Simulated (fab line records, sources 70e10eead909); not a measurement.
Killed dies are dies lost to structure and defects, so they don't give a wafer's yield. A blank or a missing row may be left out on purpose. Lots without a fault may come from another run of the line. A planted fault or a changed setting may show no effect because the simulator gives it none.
Which tool did it? | flow nand_harc | 14 lots, 42 wafers sampled, at 4 steps of a route of 1302

WHAT THE GAUGES READ, wafer by wafer
NHARC_THIN_TSV_CD_MEAS_16. Usual: cd_nm 1000.3 nm, standard deviation 1.2.
lot  | measured     | on        | cd_nm (nm)           | flag
L738 | day 24 14:16 | cd_sem-02 | 1002.3 1001.1 1002.2 |
L739 | day 24 17:41 | cd_sem-01 | 1001.7 1001.5 1000.3 |
L741 | day 24 18:55 | cd_sem-01 | 999.8 999.6 1000.9   |
L740 | day 24 20:07 | cd_sem-01 | 1002.2 1000.3 1001.4 |
L744 | day 26 13:23 | cd_sem-03 | 1001.4 999.8 999.9   |
L748 | day 28 04:10 | cd_sem-03 | 999.3 1000.3 998.5   |
L750 | day 28 20:23 | cd_sem-01 | 998.8 1000.6 1001.0  |
L755 | day 31 00:32 | cd_sem-01 | 1001.3 999.2 998.3   |
L756 | day 31 07:50 | cd_sem-01 | 997.2 999.5 998.8    |
L757 | day 30 23:14 | cd_sem-02 | 1000.5 999.5 1000.7  |
L759 | day 32 17:56 | cd_sem-02 | 999.7 999.2 1000.4   |
L758 | day 32 06:34 | cd_sem-01 | 1001.2 1000.6 1000.4 |
L761 | day 33 01:04 | cd_sem-03 | 999.8 1000.4 1001.9  |
L760 | day 32 19:04 | cd_sem-01 | 999.3 1000.8 999.5   |

NHARC_END_SORT_01. Usual: killed_at_array 57, standard deviation 24; killed_at_other 0.7, standard deviation 0.94; killed_at_periphery 3.8, standard deviation 2.5; killed_dies 62, standard deviation 23; killed_open 3.1, standard deviation 1.8; killed_short 2.5, standard deviation 1.6.
lot  | measured     | on        | killed_at_array | killed_at_other | killed_at_periphery | killed_dies | killed_open | killed_short | flag
L738 | day 25 04:06 | prober-01 | 21 25 22        | 1 2 1           | 3 5 1               | 25 32 24    | 4 3 2       | 2 2 1        |
L739 | day 25 21:15 | prober-02 | 50 44 44        | 1 2 0           | 5 4 4               | 56 50 48    | 1 3 1       | 3 2 1        |
L741 | day 25 12:44 | prober-01 | 79 108 108      | 0 1 4           | 7 6 6               | 86 115 118  | 3 3 5       | 1 4 2        |
L740 | day 25 20:32 | prober-01 | 36 22 18        | 0 0 0           | 10 4 4              | 46 26 22    | 5 3 4       | 4 2 2        |
L744 | day 27 05:45 | prober-01 | 104 76 97       | 0 0 0           | 4 2 1               | 108 78 98   | 2 2 3       | 0 1 6        |
L748 | day 29 01:08 | prober-01 | 149 150 156     | 0 0 0           | 3 3 0               | 152 153 156 | 4 5 0       | 1 3 0        | OFF
L750 | day 29 10:28 | prober-02 | 131 132 143     | 1 1 1           | 1 2 1               | 133 135 145 | 3 3 1       | 1 1 3        | OFF
L755 | day 31 13:16 | prober-02 | 46 51 61        | 0 0 0           | 5 4 6               | 51 55 67    | 6 4 6       | 2 3 5        |
L756 | day 31 22:39 | prober-02 | 44 43 42        | 1 1 3           | 2 0 2               | 47 44 47    | 5 3 2       | 1 1 2        |
L757 | day 31 14:07 | prober-01 | 98 84 90        | 1 3 0           | 4 0 2               | 103 87 92   | 2 2 2       | 7 7 4        |
L759 | day 33 08:40 | prober-02 | 40 41 35        | 0 0 0           | 8 7 9               | 48 48 44    | 4 1 2       | 2 2 0        |
L758 | day 32 22:49 | prober-01 | 75 76 83        | 1 0 2           | 0 2 3               | 76 78 88    | 1 5 3       | 1 0 2        |
L761 | day 33 16:28 | prober-02 | 75 98 68        | 2 2 1           | 1 3 1               | 78 103 70   | 2 2 2       | 2 6 1        |
L760 | day 33 09:28 | prober-01 | 39 48 49        | 0 0 1           | 3 1 1               | 42 49 51    | 1 4 1       | 2 3 2        |

WHICH TOOL RAN EACH LOT (tool, then ch and the chambers of the sampled wafers, then the start)
lot  | NHARC_A_ONON_D2_DEP_25           | NHARC_THIN_TSV_PVD_51
L738 | pecvd_onon-02 ch 0, day 12 22:01 | pvd_sputter-03, day 25 04:06 or earlier
L739 | pecvd_onon-03 ch 0, day 13 13:30 | pvd_sputter-03, day 25 21:15 or earlier
L741 | pecvd_onon-03 ch 0, day 13 23:34 | pvd_sputter-03, day 25 12:44 or earlier
L740 | pecvd_onon-02 ch 0, day 13 23:35 | pvd_sputter-01, day 25 20:32 or earlier
L744 | pecvd_onon-02 ch 0, day 15 13:44 | pvd_sputter-01, day 27 05:45 or earlier
L748 | pecvd_onon-02 ch 0, day 17 09:21 | pvd_sputter-03, day 29 01:08 or earlier
L750 | pecvd_onon-02 ch 0, day 17 19:22 | pvd_sputter-03, day 29 10:28 or earlier
L755 | pecvd_onon-02 ch 0, day 20 08:27 | pvd_sputter-02, day 31 13:16 or earlier
L756 | pecvd_onon-03 ch 0, day 20 08:31 | pvd_sputter-02, day 31 22:39 or earlier
L757 | pecvd_onon-01 ch 0, day 20 08:45 | pvd_sputter-01, day 31 14:07 or earlier
L759 | pecvd_onon-02 ch 0, day 21 07:23 | pvd_sputter-03, day 33 08:40 or earlier
L758 | pecvd_onon-03 ch 0, day 21 07:27 | pvd_sputter-03, day 32 22:49 or earlier
L761 | pecvd_onon-03 ch 0, day 22 01:00 | pvd_sputter-01, day 33 16:28 or earlier
L760 | pecvd_onon-02 ch 0, day 22 01:01 | pvd_sputter-03, day 33 09:28 or earlier
- NHARC_A_ONON_D2_DEP_25: target thk 1000 nm.
- NHARC_THIN_TSV_PVD_51: deposits Cu, target thk 100 nm.

WHAT THE TOOLS THEMSELVES READ (means of the sampled wafers that have a number; where no wafer has one, the mark that the record gives instead)
NHARC_THIN_TSV_PVD_51. Usual: throttle_valve_pct 30.2 %, standard deviation 1.3.
lot  | tool           | throttle_valve_pct (%) | flag
L738 | pvd_sputter-03 | 29.3                   |
L739 | pvd_sputter-03 | 29.5                   |
L741 | pvd_sputter-03 | 29.7                   |
L740 | pvd_sputter-01 | 30.8                   |
L744 | pvd_sputter-01 | 30.3                   |
L748 | pvd_sputter-03 | 28.9                   |
L750 | pvd_sputter-03 | 29.5                   |
L755 | pvd_sputter-02 | 30.6                   |
L756 | pvd_sputter-02 | 30.7                   |
L757 | pvd_sputter-01 | 30.5                   |
L759 | pvd_sputter-03 | 29.5                   |
L758 | pvd_sputter-03 | 30.5                   |
L761 | pvd_sputter-01 | 30.5                   |
L760 | pvd_sputter-03 | 29.1                   |

THE ANSWER, worked out from the rows above alone
Rule: a lot is off if the mean of its wafers that have a number lies more than 3 standard deviations from the usual mean. A lot without any number at a reading at which 4 lots or more have one is off too. The other lots that the step has rows for count as sound. The gauges are gone through in route order, then the tools' own readings, and for those a lot's mean is taken as printed above. The first step at which some lot is off is used, and at that step the reading that is off furthest; a lot without a number counts as furthest.
Off: L748, L750, at NHARC_END_SORT_01 (killed_dies).
A tool fits if, at a process step before that reading, it ran every lot that is off, and no sound lot after the first of them. The gauges at NHARC_END_SORT_01 are tried like those tools. NHARC_THIN_TSV_PVD_51 gives no start for some lots, so the hours and the order of its lots are those of NHARC_END_SORT_01. None of those tried fits.

WHAT THE SIMULATOR HAD PUT IN
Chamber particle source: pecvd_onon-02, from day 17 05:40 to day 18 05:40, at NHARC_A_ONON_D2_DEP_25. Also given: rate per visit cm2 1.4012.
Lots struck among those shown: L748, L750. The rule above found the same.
